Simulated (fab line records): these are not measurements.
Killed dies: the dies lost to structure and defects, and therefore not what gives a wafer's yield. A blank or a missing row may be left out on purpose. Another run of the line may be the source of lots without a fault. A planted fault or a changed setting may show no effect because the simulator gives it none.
fab line records	flow n5-finfet
[record] lots = 8	wafers = 24	last-day = 19
route steps=1938 shown BEOL_M4@1111 BEOL_M5@1189 BEOL_M6@1196 PASSIVATION@1936
lots that met no fault: taken from a fault-free run of the same line
start-h: start of the lot's first displayed wafer, in hours after the record's first day	wait-h: time in hours since the lot's previous step	" as in the row above	L1.1+2: a single row standing in for several wafers	- no value, or no start given	* or withheld: withheld	< > ~ a bound
route shown NAME@n: NAME is a module with steps in the file, n the number in the route of the first one	usual: mean/standard deviation of fault-free wafers	same: alike in all rows	chamber/n: place in a boat	sites: per-site readings	_std_site: standard deviation of those values	_edge_site: mean of outer sites minus mean of inner sites	radius-mm: how far each site lies from the wafer's centre	mask NAME#n: copy n	behind: the tool/chamber that last shaped the wafer	hold: reason for holding the lot/hours on hold/outcome of the hold	device: the transistor (n, p or np) that didn't switch	end of line: tests of these same wafers at the route's end	a step given without rows: its recipe and nothing more	killed: count of dies lost to structure and defects at first sort (not the wafer's yield)	map: dies across one wafer; x = killed, . = not, _ = none there
set.NAME: setting as actually run; set.NAME@STEP: the setting as run at that earlier step	model.NAME: the simulator's own value behind a step, which no gauge read
route steps across a sampled set of lots; one table per step, one row per wafer
services: the hour from which a tool's chamber was out of use, counted from the record's first day as start-h (under 0 if before that day), plus the number of hours and why
[[steps]]
[step N5_BEOL_M4_RC_MEAS_101]
[usual] DIBL_N = 36.0/1.4	DIBL_P = 36.1/1.4	IOFF_N = 0.153/0.02	IOFF_P = 0.211/0.026	ION_N = 673/8.7	ION_P = 463/6.7	SS_N = 71.5/0.5	SS_P = 73.3/0.54	VT_N = 250.1/2.4	VT_P = -250.2/2.9
lot.wafer	tool	chamber	start-h	wait-h	DIBL_N[mV/V]	DIBL_P[mV/V]	IOFF_N[nA/um]	IOFF_P[nA/um]	ION_N[uA/um]	ION_P[uA/um]	SS_N[mV/dec]	SS_P[mV/dec]	VT_N[mV]	VT_P[mV]
L722.1	prober-02	0	180.51	0.0	35.0	36.0	0.147	0.215	681	478	70.4	72.5	248.7	-247.8
L722.2	"	0	"	"	34.5	34.9	0.134	0.201	671	469	71.1	72.2	251.1	-247.9
L722.6	"	0	"	"	35.7	36.5	0.149	0.231	675	472	71.2	72.7	250.3	-247.5
L723.2	prober-01	0	180.76	0.2	36.9	35.7	0.169	0.195	674	459	72.0	73.6	250.0	-252.6
L723.3	"	0	"	"	34.7	33.8	0.130	0.173	668	460	71.6	72.5	255.9	-253.0
L723.5	"	0	"	"	35.8	34.9	0.143	0.187	673	456	71.6	73.9	253.5	-253.9
L728.4	prober-01	0	217.07	0.5	36.3	36.8	0.154	0.216	672	462	71.3	73.6	253.1	-250.0
L728.5	"	0	"	"	34.7	34.4	0.122	0.195	658	461	70.6	72.6	253.3	-252.4
L728.6	"	0	"	"	35.5	34.8	0.134	0.189	662	455	71.8	72.5	253.9	-252.3
L730.2	prober-01	0	239.37	0.2	37.4	38.2	0.177	0.241	680	465	72.0	73.2	249.7	-247.3
L730.3	"	0	"	"	36.4	36.8	0.162	0.219	678	466	71.5	72.6	248.2	-247.1
L730.5	"	0	"	"	38.7	39.7	0.215	0.275	690	469	72.2	73.7	247.5	-246.1
L732.3	prober-02	0	263.94	0.9	39.0	39.5	0.212	0.261	686	467	72.0	74.4	245.7	-248.4
L732.4	"	0	"	"	36.5	36.3	0.155	0.206	664	463	71.4	73.7	248.2	-250.4
L732.5	"	0	"	"	34.7	33.6	0.127	0.164	661	454	70.8	72.8	253.4	-255.1
L738.1	prober-01	0	291.27	0.0	37.0	36.9	0.184	0.281	697	482	71.4	73.5	244.1	-239.9
L738.2	"	0	"	"	36.8	36.3	0.175	0.255	691	478	71.3	73.3	244.7	-242.6
L738.3	"	0	"	"	36.0	35.9	0.165	0.241	681	467	71.2	73.2	248.3	-243.3
L745.3	prober-01	0	327.55	0.3	34.3	36.0	0.141	0.198	673	466	71.7	73.2	251.4	-252.4
L745.5	"	0	"	"	33.8	35.2	0.135	0.188	665	460	71.2	73.0	251.8	-251.7
L745.6	"	0	"	"	34.8	36.4	0.147	0.205	668	463	71.6	73.7	250.1	-252.6
L743.2	prober-02	0	347.19	0.2	34.5	36.3	0.150	0.208	664	459	70.8	73.9	246.7	-250.5
L743.3	"	0	"	"	33.6	33.6	0.121	0.162	659	449	70.5	73.1	250.9	-253.8
L743.5	"	0	"	"	34.5	35.7	0.142	0.187	665	454	70.2	72.9	249.3	-254.0
[step N5_BEOL_M5_CO_CAP_78]
[recipe] material = Co	target-thk-a = 20	temp-c = 200	precursor = CCTBA/H2	pressure-torr = 30	time-s = 102.1
[usual] heater-power-outer-w = 131/14	heater-power-w = 240/19
lot.wafer	tool	chamber	start-h	wait-h	heater-power-outer-w	heater-power-w
L722.1	cvd-co-02	1	192.74	0.0	112	204
L722.2	"	0	"	"	116	229
L722.6	"	1	"	"	110	206
L723.2	cvd-co-02	1	193.16	0.0	110	208
L723.3	"	0	"	"	117	233
L723.5	"	2	"	"	134	249
L728.4	cvd-co-02	2	231.12	0.0	140	249
L728.5	"	0	"	"	120	235
L728.6	"	1	"	"	108	201
L730.2	cvd-co-02	1	251.95	0.0	110	210
L730.3	"	0	"	"	121	234
L730.5	"	1	"	"	108	202
L732.3	cvd-co-01	0	277.60	0.0	124	225
L732.4	"	2	"	"	144	256
L732.5	"	0	"	"	123	231
L738.1	cvd-co-02	0	303.85	0.0	117	235
L738.2	"	2	"	"	139	244
L738.3	"	1	"	"	109	201
L745.3	cvd-co-01	2	342.81	0.1	145	253
L745.5	"	2	"	"	141	265
L745.6	"	0	"	"	123	230
L743.2	cvd-co-01	2	361.09	0.0	148	258
L743.3	"	1	"	"	145	262
L743.5	"	2	"	"	148	255
[step N5_BEOL_M5_INSPECT_58]
[recipe] inspect-instrument = darkfield	mode = post-dep
[usual] raw-defect-count = 70/25
lot.wafer	tool	chamber	start-h	wait-h	raw-defect-count
L722.1	defect-inspect-02	-	192.94	0.0	50
L722.2	"	-	"	"	67
L722.6	"	-	"	"	114
L723.2	defect-inspect-01	-	193.37	0.0	65
L723.3	"	-	"	"	58
L723.5	"	-	"	"	52
L728.4	defect-inspect-01	-	231.30	0.0	56
L728.5	"	-	"	"	48
L728.6	"	-	"	"	46
L730.2	defect-inspect-02	-	252.16	0.0	77
L730.3	"	-	"	"	64
L730.5	"	-	"	"	62
L732.3	defect-inspect-02	-	277.81	0.0	80
L732.4	"	-	"	"	93
L732.5	"	-	"	"	90
L738.1	defect-inspect-02	-	304.05	0.0	27
L738.2	"	-	"	"	44
L738.3	"	-	"	"	52
L745.3	defect-inspect-01	-	343.02	0.0	41
L745.5	"	-	"	"	69
L745.6	"	-	"	"	53
L743.2	defect-inspect-01	-	361.30	0.0	29
L743.3	"	-	"	"	51
L743.5	"	-	"	"	35
[step N5_BEOL_M6_THK_MEAS_01]
[recipe] reads = SiCOH_lowk_of_BEOL_M6_ILD_DEP_00
[usual] M6_ILD_THK = 154.8/1.7
lot.wafer	tool	chamber	start-h	wait-h	M6_ILD_THK[nm]
L722.1	film-metro-02	-	193.56	0.4	152.3
L722.2	"	-	"	"	154.4
L722.6	"	-	"	"	154.5
L723.2	film-metro-02	-	193.98	0.4	152.9
L723.3	"	-	"	"	154.5
L723.5	"	-	"	"	157.6
L728.4	film-metro-02	-	231.91	0.2	154.8
L728.5	"	-	"	"	155.9
L728.6	"	-	"	"	156.2
L730.2	film-metro-02	-	252.78	0.4	155.9
L730.3	"	-	"	"	154.9
L730.5	"	-	"	"	156.1
L732.3	film-metro-01	-	278.91	0.5	152.0
L732.4	"	-	"	"	156.2
L732.5	"	-	"	"	156.1
L738.1	film-metro-02	-	304.67	0.4	152.6
L738.2	"	-	"	"	155.5
L738.3	"	-	"	"	156.2
L745.3	film-metro-02	-	343.64	0.3	150.6
L745.5	"	-	"	"	156.6
L745.6	"	-	"	"	153.3
L743.2	film-metro-02	-	361.92	0.4	153.4
L743.3	"	-	"	"	153.4
L743.5	"	-	"	"	157.0
[step N5_BEOL_M6_ETCH_62]
[recipe] chemistry = N2/H2	target = SOC	target-depth-a = 1100	overetch-a = 220	mask-material = SiARC	temp-c = 40	time-s = 165	ion-energy-ev = 200	pressure-mtorr = 30	source-w = 840	bias-w = 150	n2-flow-sccm = 200	h2-flow-sccm = 200
[usual] drypump-motor-current-A = 5.7/0.51	n2-flow-sccm = 200.0/0.63	oes-product-au = 0.66/0.072	rf-vpp-V = 523.6/2.6	showerhead-plenum-p-Torr = 2.53/0.09	throttle-valve-pct = 17.88/0.27
lot.wafer	tool	chamber	start-h	wait-h	drypump-motor-current-A	n2-flow-sccm	oes-product-au	rf-hours-counter-h	rf-vpp-V	showerhead-plenum-p-Torr	throttle-valve-pct
L722.1	rie-diel-01	0	196.65	0.0	5.5	200.8	0.66	100	522.2	2.45	18.07
L722.2	"	1	"	"	5.9	200.4	0.62	194	520.8	2.43	17.83
L722.6	"	3	"	"	5.1	200.0	0.58	-	525.4	2.60	17.76
L723.2	rie-diel-04	0	196.70	0.0	5.8	199.2	0.65	128	520.1	2.44	17.58
L723.3	"	1	"	"	5.7	200.4	0.67	127	519.7	2.45	17.66
L723.5	"	0	"	"	5.8	199.6	0.65	-	521.1	2.44	17.58
L728.4	rie-diel-05	1	233.79	0.0	5.0	199.9	0.71	75	523.0	2.57	17.87
L728.5	"	1	"	"	5.0	199.6	0.71	-	525.5	2.57	17.87
L728.6	"	0	"	"	5.0	198.6	0.60	-	524.9	2.61	18.23
L730.2	rie-diel-01	3	255.15	0.0	5.1	200.0	0.78	7	525.9	2.59	17.36
L730.3	"	0	"	"	5.5	200.0	0.64	126	522.5	2.44	18.12
L730.5	"	1	"	"	5.9	200.7	0.60	-	519.7	2.42	17.88
L732.3	rie-diel-05	2	281.54	0.0	6.1	199.6	0.60	232	528.0	2.60	18.07
L732.4	"	2	"	"	6.1	200.3	0.60	-	525.7	2.60	18.09
L732.5	"	1	"	"	5.0	198.7	0.69	-	524.1	2.57	17.90
L738.1	rie-diel-01	1	308.91	0.0	5.9	199.2	0.59	239	519.4	2.41	17.91
L738.2	"	2	"	"	6.0	200.7	0.66	15	522.7	2.50	17.73
L738.3	"	0	"	"	5.5	200.1	0.63	145	520.0	2.43	18.16
L745.3	rie-diel-05	3	344.55	0.0	5.6	199.0	0.59	241	519.8	2.40	18.36
L745.5	"	0	"	"	4.9	200.8	0.81	-	525.1	2.60	17.82
L745.6	"	3	"	"	5.6	200.5	0.59	-	520.7	2.40	18.35
L743.2	rie-diel-04	0	364.46	0.0	5.8	199.6	0.61	184	520.6	2.42	17.67
L743.3	"	1	"	"	5.7	199.5	0.63	184	520.4	2.43	17.77
L743.5	"	0	"	"	5.8	200.5	0.60	-	521.0	2.42	17.67
[step N5_BEOL_M6_HM_OPEN_17]
[recipe] chemistry = Cl2/BCl3	target-depth-a = 200	overetch-a = 60	target = TiN	mask-material = SOC	ion-energy-ev = 150	pressure-mtorr = 10	icp-w = 1000	bias-w = 126	Cl2_flow_sccm = 53.25	bcl3-flow-sccm = 21.75	Ar_flow_sccm = 25
[usual] bcl3-flow-sccm = 21.75/0.067	drypump-motor-current-A = 5.5/0.44	oes-product-au = 0.64/0.07	throttle-valve-pct = 22.09/0.15
lot.wafer	tool	chamber	start-h	wait-h	bcl3-flow-sccm	drypump-motor-current-A	oes-product-au	rf-hours-counter-h	throttle-valve-pct
L722.1	rie-metal-01	0	196.84	0.0	21.75	6.2	0.57	92	22.28
L722.2	"	1	"	"	21.89	5.3	0.75	8	21.92
L722.6	"	0	"	"	21.71	6.1	0.57	-	22.30
L723.2	rie-metal-02	1	196.89	0.0	21.88	5.7	0.70	30	21.98
L723.3	"	1	"	"	21.77	5.7	0.70	-	21.96
L723.5	"	1	"	"	21.80	5.7	0.70	-	21.97
L728.4	rie-metal-02	0	234.01	0.1	21.65	4.9	0.62	-	22.22
L728.5	"	0	"	"	21.68	4.9	0.62	-	22.22
L728.6	"	1	"	"	21.82	5.8	0.68	-	21.99
L730.2	rie-metal-03	0	255.33	0.0	21.76	5.6	0.81	2	21.83
L730.3	"	0	"	"	21.79	5.6	0.81	-	21.83
L730.5	"	1	"	"	21.79	5.8	0.58	-	22.12
L732.3	rie-metal-02	0	281.75	0.1	21.81	4.9	0.62	-	22.21
L732.4	"	1	"	"	21.72	5.8	0.68	-	22.00
L732.5	"	1	"	"	21.61	5.8	0.68	-	21.99
L738.1	rie-metal-02	1	309.10	0.0	21.78	5.8	0.68	39	22.00
L738.2	"	0	"	"	21.64	4.9	0.27	62	22.87
L738.3	"	1	"	"	21.88	5.7	0.67	-	22.01
L745.3	rie-metal-01	0	344.76	0.1	21.60	6.1	0.53	-	22.34
L745.5	"	1	"	"	21.79	5.3	0.69	-	21.95
L745.6	"	0	"	"	21.71	6.2	0.53	-	22.33
L743.2	rie-metal-01	1	364.65	0.0	21.78	5.3	0.70	23	21.93
L743.3	"	0	"	"	21.74	6.2	0.54	-	22.31
L743.5	"	0	"	"	21.67	6.2	0.55	-	22.31
[step N5_BEOL_M6_CD_MEAS_18]
[recipe] pitch-nm = 80	target-cd-nm = 40
[usual] cd-nm = 40.1/0.47
lot.wafer	tool	chamber	start-h	wait-h	cd-nm
L722.1	cd-sem-03	-	197.02	0.0	39.7
L722.2	"	-	"	"	39.9
L722.6	"	-	"	"	39.5
L723.2	cd-sem-01	-	197.07	0.1	39.6
L723.3	"	-	"	"	40.6
L723.5	"	-	"	"	39.9
L728.4	cd-sem-02	-	234.21	0.0	39.5
L728.5	"	-	"	"	40.2
L728.6	"	-	"	"	40.3
L730.2	cd-sem-01	-	255.51	0.1	40.0
L730.3	"	-	"	"	40.3
L730.5	"	-	"	"	39.8
L732.3	cd-sem-03	-	281.91	0.1	39.6
L732.4	"	-	"	"	40.0
L732.5	"	-	"	"	40.2
L738.1	cd-sem-03	-	309.28	0.0	40.5
L738.2	"	-	"	"	-
L738.3	"	-	"	"	40.0
L745.3	cd-sem-02	-	344.92	0.1	39.6
L745.5	"	-	"	"	40.5
L745.6	"	-	"	"	39.8
L743.2	cd-sem-03	-	365.18	0.1	40.6
L743.3	"	-	"	"	40.6
L743.5	"	-	"	"	40.4
[step N5_BEOL_M6_OCD_MEAS_38]
[usual] trench-depth-nm = 93.9/1.4
lot.wafer	tool	chamber	start-h	wait-h	trench-depth-nm
L722.1	ocd-01	-	198.14	-	91.6
L722.2	"	-	"	"	93.9
L722.6	"	-	"	"	92.0
L723.2	ocd-01	-	198.24	-	96.6
L723.3	"	-	"	"	94.5
L723.5	"	-	"	"	92.8
L728.4	ocd-01	-	236.76	-	93.8
L728.5	"	-	"	"	94.4
L728.6	"	-	"	"	94.7
L730.2	ocd-02	-	257.94	-	96.6
L730.3	"	-	"	"	95.5
L730.5	"	-	"	"	94.5
L732.3	ocd-02	-	286.55	-	92.5
L732.4	"	-	"	"	93.4
L732.5	"	-	"	"	92.4
L738.1	ocd-01	-	312.02	-	94.1
L738.2	"	-	"	"	-
L738.3	"	-	"	"	94.9
L745.3	ocd-02	-	347.21	-	95.6
L745.5	"	-	"	"	96.0
L745.6	"	-	"	"	95.7
L743.2	ocd-01	-	369.66	-	92.5
L743.3	"	-	"	"	94.9
L743.5	"	-	"	"	92.2
[step N5_PASSIVATION_PROBE_49]
[usual] defect-limited-yield = 91.2/1.4	killed_at_M0_to_M3 = 34/9.7	killed_at_M4_up = 14/5.2	killed-at-contacts = 13/6.7	killed-at-front-end = 39/11	killed-at-other = 3.6/2.6	killed-dies = 104/17	killed-on-rim = 13/3.8	killed-open = 69/12	killed-short = 34/8.2	sort_bin_5_function = 5.3/0.89	sort_bin_6_memory = 3.2/0.69	sort-n-pass = 1076/17	sort-yield-pct = 91.2/1.4
[same] gross-dies = 1180	killed-at-back-side = 0	sort_bin_4_leakage[%] = 0	sort_bin_8_speed[%] = 0
lot.wafer	tool	chamber	start-h	wait-h	defect-limited-yield[%]	killed_at_M0_to_M3	killed_at_M4_up	killed-at-contacts	killed-at-front-end	killed-at-other	killed-dies	killed-on-rim	killed-open	killed-short	sort_bin_5_function[%]	sort_bin_6_memory[%]	sort-n-pass	sort-yield-pct[%]
L722.1	prober-02	-	282.97	0.0	91.4	29	14	13	44	2	102	14	70	32	4.9	3.3	1078	91.4
L722.2	prober-02	-	283.02	0.1	90.7	30	14	8	52	6	110	11	77	31	5.8	3.1	1070	90.7
L722.6	prober-02	-	283.22	0.3	92.9	28	8	3	43	2	84	6	56	28	4.3	2.4	1096	92.9
L723.2	prober-02	-	283.32	0.2	93.7	24	13	8	27	2	74	8	45	29	3.5	2.5	1106	93.7
L723.3	prober-02	-	283.37	0.3	91.3	28	25	14	34	2	103	15	76	27	6.2	2.5	1077	91.3
L723.5	prober-02	-	283.47	0.4	91.1	24	19	21	36	5	105	12	63	42	5.3	3.0	1075	91.1
L728.4	prober-02	-	323.95	0.2	91.4	39	20	6	31	5	101	13	72	29	4.7	3.5	1079	91.4
L728.5	prober-02	-	324.00	0.2	92.8	27	11	13	32	2	85	9	51	33	4.7	2.3	1095	92.8
L728.6	prober-02	-	324.05	0.3	90.5	40	14	10	39	9	112	9	76	36	6.0	3.0	1068	90.5
L730.2	prober-02	-	348.57	0.1	90.4	48	16	15	33	1	113	13	73	40	5.9	3.1	1067	90.4
L730.3	prober-02	-	348.62	0.1	90.8	37	22	17	27	6	109	9	71	38	6.2	3.0	1071	90.8
L730.5	prober-02	-	348.72	0.2	89.9	47	17	16	37	2	119	12	84	35	5.9	3.7	1061	89.9
L732.3	prober-02	-	376.19	0.1	91.2	46	19	13	23	3	104	13	76	28	5.2	3.4	1076	91.2
L732.4	prober-02	-	376.24	0.2	90.8	33	16	24	26	10	109	17	73	35	5.8	3.1	1071	90.8
L732.5	prober-02	-	376.29	0.2	89.2	47	16	19	41	4	127	14	94	32	5.9	4.6	1053	89.2
L738.1	prober-02	-	402.13	0.0	89.5	46	16	11	49	2	124	16	78	43	6.5	3.5	1056	89.5
L738.2	prober-02	-	402.18	0.1	0	19	1093	13	54	1	1180	152	73	26	96.4	3.3	0	0
L738.3	prober-02	-	402.23	0.1	91.2	34	10	8	49	3	104	15	68	35	5.7	2.8	1076	91.2
L745.3	prober-01	-	427.16	0.1	93.5	24	12	9	30	2	77	8	48	29	4.0	2.3	1103	93.5
L745.5	prober-01	-	427.26	0.2	94.6	20	9	4	30	1	64	14	42	21	4.0	1.4	1116	94.6
L745.6	prober-01	-	427.31	0.3	90.3	40	15	13	43	3	114	10	81	32	5.8	3.8	1066	90.3
L743.2	prober-01	-	452.18	0.1	90.7	39	13	5	50	3	110	14	71	36	5.8	2.8	1070	90.7
L743.3	prober-01	-	452.23	0.1	90.7	43	7	13	44	3	110	19	70	40	5.5	3.5	1070	90.7
L743.5	prober-01	-	452.33	0.2	92.0	28	5	17	42	2	94	15	64	29	4.7	3.2	1086	92.0
// killed by level:class
L722.1 MOL_CONTACT_COAG:geometric-particle:open=11 FIN_SAQP:geometric-particle:open=10 BEOL_M4:geometric-particle:open=9 BEOL_M1:geometric-particle:open=8 FIN_SAQP:geometric-particle:short=7 STI_FIN_REVEAL:geometric-particle:open=5 GATE_CUT:geometric-particle:open=5 BEOL_M2:geometric-particle:open=5
L722.2 FIN_SAQP:geometric-particle:open=16 BEOL_M3:geometric-particle:open=13 STARTING-WAFER:geometric-particle:open=8 STI_FIN_REVEAL:geometric-particle:open=6 FIN_SAQP:geometric-particle:short=5 BEOL_M4:geometric-particle:open=5 BEOL_M3:geometric-particle:short=4 DUMMY_GATE:geometric-particle:open=4
L722.6 FIN_SAQP:geometric-particle:short=11 FIN_SAQP:geometric-particle:open=8 GATE_CUT:geometric-particle:open=7 BEOL_M1:geometric-particle:open=7 STI_FIN_REVEAL:geometric-particle:open=6 GATE_CUT:geometric-particle:short=6 BEOL_M3:geometric-particle:open=5 BEOL_M0_SAQP:geometric-particle:short=4
L723.2 MOL_CONTACT_COAG:geometric-particle:open=7 FIN_SAQP:geometric-particle:short=6 BEOL_M0_SAQP:geometric-particle:short=6 STI_FIN_REVEAL:geometric-particle:open=5 BEOL_M1:geometric-particle:open=5 BEOL_M4:geometric-particle:open=5 STARTING-WAFER:geometric-particle:short=4 FIN_SAQP:geometric-particle:open=3
L723.3 MOL_CONTACT_COAG:geometric-particle:open=12 FIN_SAQP:geometric-particle:open=9 BEOL_M0_SAQP:geometric-particle:open=9 DUMMY_GATE:geometric-particle:open=8 STI_FIN_REVEAL:geometric-particle:open=7 BEOL_M0_SAQP:geometric-particle:short=6 BEOL_M1:geometric-particle:open=5 BEOL_M4:geometric-particle:open=5
L723.5 MOL_CONTACT_COAG:geometric-particle:open=15 BEOL_M4:geometric-particle:open=11 FIN_SAQP:geometric-particle:short=9 BEOL_M0_SAQP:geometric-particle:short=7 GATE_CUT:geometric-particle:open=6 MOL_CONTACT_COAG:geometric-particle:short=6 FIN_SAQP:geometric-particle:open=5 STI_FIN_REVEAL:geometric-particle:open=4
L728.4 BEOL_M4:geometric-particle:open=11 BEOL_M3:geometric-particle:open=8 BEOL_M0_SAQP:geometric-particle:open=7 BEOL_M2:geometric-particle:open=7 DUMMY_GATE:geometric-particle:open=6 MOL_CONTACT_COAG:geometric-particle:open=5 BEOL_M1:geometric-particle:open=5 FIN_SAQP:geometric-particle:short=4
L728.5 BEOL_M0_SAQP:geometric-particle:open=10 FIN_SAQP:geometric-particle:short=9 MOL_CONTACT_COAG:geometric-particle:open=9 FIN_SAQP:geometric-particle:open=6 BEOL_M0_SAQP:geometric-particle:short=5 MOL_CONTACT_COAG:geometric-particle:short=4 BEOL_M3:geometric-particle:open=4 BEOL_M5:geometric-particle:open=4
L728.6 STI_FIN_REVEAL:geometric-particle:open=12 BEOL_M0_SAQP:geometric-particle:open=12 FIN_SAQP:geometric-particle:open=9 BEOL_M4:geometric-particle:open=9 FIN_SAQP:geometric-particle:short=8 MOL_CONTACT_COAG:geometric-particle:open=7 BEOL_M2:geometric-particle:open=7 BEOL_M0_SAQP:geometric-particle:short=6
L730.2 BEOL_M0_SAQP:geometric-particle:short=14 BEOL_M1:geometric-particle:open=14 MOL_CONTACT_COAG:geometric-particle:open=13 BEOL_M0_SAQP:geometric-particle:open=9 DUMMY_GATE:geometric-particle:open=7 FIN_SAQP:geometric-particle:short=6 BEOL_M4:geometric-particle:open=6 BEOL_M2:geometric-particle:open=5
L730.3 MOL_CONTACT_COAG:geometric-particle:open=12 BEOL_M1:geometric-particle:open=11 BEOL_M4:geometric-particle:open=9 DUMMY_GATE:geometric-particle:open=8 BEOL_M0_SAQP:geometric-particle:open=8 BEOL_M0_SAQP:geometric-particle:short=7 FIN_SAQP:geometric-particle:short=5 STI_FIN_REVEAL:geometric-particle:open=5
L730.5 BEOL_M1:geometric-particle:open=18 MOL_CONTACT_COAG:geometric-particle:open=12 STI_FIN_REVEAL:geometric-particle:open=8 BEOL_M4:geometric-particle:open=8 BEOL_M3:geometric-particle:open=7 FIN_SAQP:geometric-particle:short=6 DUMMY_GATE:geometric-particle:open=5 GATE_CUT:geometric-particle:short=5
L732.3 BEOL_M1:geometric-particle:open=15 BEOL_M0_SAQP:geometric-particle:short=11 MOL_CONTACT_COAG:geometric-particle:open=9 BEOL_M4:geometric-particle:open=9 BEOL_M0_SAQP:geometric-particle:open=5 BEOL_M2:geometric-particle:open=5 STI_FIN_REVEAL:geometric-particle:open=4 DUMMY_GATE:geometric-particle:open=4
L732.4 MOL_CONTACT_COAG:geometric-particle:open=16 BEOL_M0_SAQP:geometric-particle:open=9 MOL_CONTACT_COAG:geometric-particle:short=8 BEOL_M4:geometric-particle:open=8 BEOL_M1:geometric-particle:short=6 STI_FIN_REVEAL:geometric-particle:open=5 BEOL_M1:geometric-particle:open=5 FIN_SAQP:geometric-particle:open=4
L732.5 MOL_CONTACT_COAG:geometric-particle:open=15 BEOL_M1:geometric-particle:open=11 FIN_SAQP:geometric-particle:open=10 BEOL_M0_SAQP:geometric-particle:open=10 FIN_SAQP:geometric-particle:short=8 BEOL_M2:geometric-particle:open=7 BEOL_M5:geometric-particle:open=6 BEOL_M0_SAQP:geometric-particle:short=6
L738.1 FIN_SAQP:geometric-particle:open=19 FIN_SAQP:geometric-particle:short=11 BEOL_M2:geometric-particle:open=11 MOL_CONTACT_COAG:geometric-particle:open=10 BEOL_M0_SAQP:geometric-particle:short=10 BEOL_M3:geometric-particle:open=8 BEOL_M4:geometric-particle:open=7 BEOL_M0_SAQP:geometric-particle:open=6
L738.2 BEOL_M6:area-etch=1081 FIN_SAQP:geometric-particle:open=20 MOL_CONTACT_COAG:geometric-particle:open=10 GATE_CUT:geometric-particle:short=6 STI_FIN_REVEAL:geometric-particle:open=6 DUMMY_GATE:geometric-particle:open=6 BEOL_M0_SAQP:geometric-particle:open=5 FIN_SAQP:geometric-particle:short=4
L738.3 FIN_SAQP:geometric-particle:open=15 FIN_SAQP:geometric-particle:short=9 BEOL_M3:geometric-particle:open=8 BEOL_M1:geometric-particle:open=8 BEOL_M2:geometric-particle:open=7 MOL_CONTACT_COAG:geometric-particle:short=5 GATE_CUT:geometric-particle:open=4 GATE_CUT:geometric-particle:short=4
L745.3 BEOL_M0_SAQP:geometric-particle:short=11 FIN_SAQP:geometric-particle:open=10 STI_FIN_REVEAL:geometric-particle:open=6 MOL_CONTACT_COAG:geometric-particle:open=5 BEOL_M8:geometric-particle:open=5 MOL_CONTACT_COAG:geometric-particle:short=4 BEOL_M0_SAQP:geometric-particle:open=4 BEOL_M4:geometric-particle:open=4
L745.5 FIN_SAQP:geometric-particle:open=9 BEOL_M2:geometric-particle:open=7 BEOL_M0_SAQP:geometric-particle:open=6 STI_FIN_REVEAL:geometric-particle:open=5 GATE_CUT:geometric-particle:short=5 FIN_SAQP:geometric-particle:short=3 STI_FIN_REVEAL:geometric-particle:short=3 MOL_CONTACT_COAG:geometric-particle:open=3
L745.6 FIN_SAQP:geometric-particle:open=21 MOL_CONTACT_COAG:geometric-particle:open=9 BEOL_M2:geometric-particle:open=9 BEOL_M3:geometric-particle:open=9 STI_FIN_REVEAL:geometric-particle:open=7 BEOL_M0_SAQP:geometric-particle:open=7 BEOL_M0_SAQP:geometric-particle:short=5 BEOL_M1:geometric-particle:short=5
L743.2 STI_FIN_REVEAL:geometric-particle:open=14 BEOL_M2:geometric-particle:open=13 BEOL_M0_SAQP:geometric-particle:short=10 FIN_SAQP:geometric-particle:open=8 FIN_SAQP:geometric-particle:short=8 BEOL_M3:geometric-particle:open=6 BEOL_M0_SAQP:geometric-particle:open=5 ILD0:geometric-particle:short=3
L743.3 BEOL_M0_SAQP:geometric-particle:open=12 FIN_SAQP:geometric-particle:short=11 BEOL_M2:geometric-particle:open=10 STI_FIN_REVEAL:geometric-particle:open=9 MOL_CONTACT_COAG:geometric-particle:open=9 BEOL_M0_SAQP:geometric-particle:short=9 FIN_SAQP:geometric-particle:open=7 ILD0:geometric-particle:open=6
L743.5 MOL_CONTACT_COAG:geometric-particle:open=14 FIN_SAQP:geometric-particle:open=12 STI_FIN_REVEAL:geometric-particle:open=7 BEOL_M0_SAQP:geometric-particle:short=7 BEOL_M0_SAQP:geometric-particle:open=6 BEOL_M2:geometric-particle:open=6 FIN_SAQP:geometric-particle:short=5 DUMMY_GATE:geometric-particle:open=5
[[services]]
tool	chamber	start-h	hours	kind
rie-diel-05	2	191.66	1.2	repair
cvd-co-02	0	193.99	8.1	repair
cvd-co-02	-	195.52	6.9	pm
rie-diel-01	3	224.60	-	clean
rie-diel-01	3	224.60	-	consumable-replace:focus-ring
rie-diel-01	3	224.60	14.5	scheduled-down
rie-diel-01	3	224.60	14.5	vent-cycle
cvd-co-01	0	225.64	10.6	repair
cvd-co-01	-	235.07	0.2	repair
rie-metal-02	-	236.05	14.6	pm
rie-diel-01	2	246.10	-	clean
rie-diel-01	2	246.10	-	consumable-replace:focus-ring
rie-diel-01	2	246.10	20.4	scheduled-down
rie-diel-01	2	246.10	20.4	vent-cycle
rie-diel-05	2	246.28	10.0	repair
rie-diel-05	2	270.02	3.1	repair
rie-diel-05	0	277.14	-	clean
rie-diel-05	0	277.14	-	consumable-replace:esc
rie-diel-05	0	277.14	-	consumable-replace:focus-ring
rie-diel-05	0	277.14	20.1	scheduled-down
cvd-co-01	-	278.34	1.1	repair
cvd-co-02	-	282.97	1.0	repair
cvd-co-01	0	349.86	8.7	repair
rie-diel-04	2	363.48	6.0	repair
[[key]]
[first-sign] step = N5_BEOL_M6_HM_OPEN_17	reading = oes-product-au	direction = down	sigmas = 5.4	usual = 0.64	struck = 0.27
[effect] step = N5_BEOL_M6_CD_MEAS_18	reading = cd-nm	direction = missing
[effect] step = N5_BEOL_M6_OCD_MEAS_38	reading = trench-depth-nm	direction = missing
[effect] step = N5_PASSIVATION_PROBE_49	reading = killed_at_M4_up	direction = up	sigmas = 99+	usual = 14	struck = 1093
[more-kills-born-at] N5_BEOL_M6_ETCH_62@rie-diel-01 = 1081
met-at N5_BEOL_M6_ETCH_62
struck-lots L738
struck-wafers L738.2
later-rows-left-out L738.2
not-acting-at N5_BEOL_M5_CO_CAP_78,N5_BEOL_M5_INSPECT_58,N5_BEOL_M6_THK_MEAS_01
[fault] kind = process-parameter-drift	tool = rie-diel-01	chamber = 2	onset-h = 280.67	steps = N5_BEOL_M6_ETCH_62	channel = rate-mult	offset = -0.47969	shape = step	end-h = 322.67
// later-rows-left-out: the simulator's readings of these wafers behind a module that went badly wrong aren't trusted and aren't shown, but for the sort
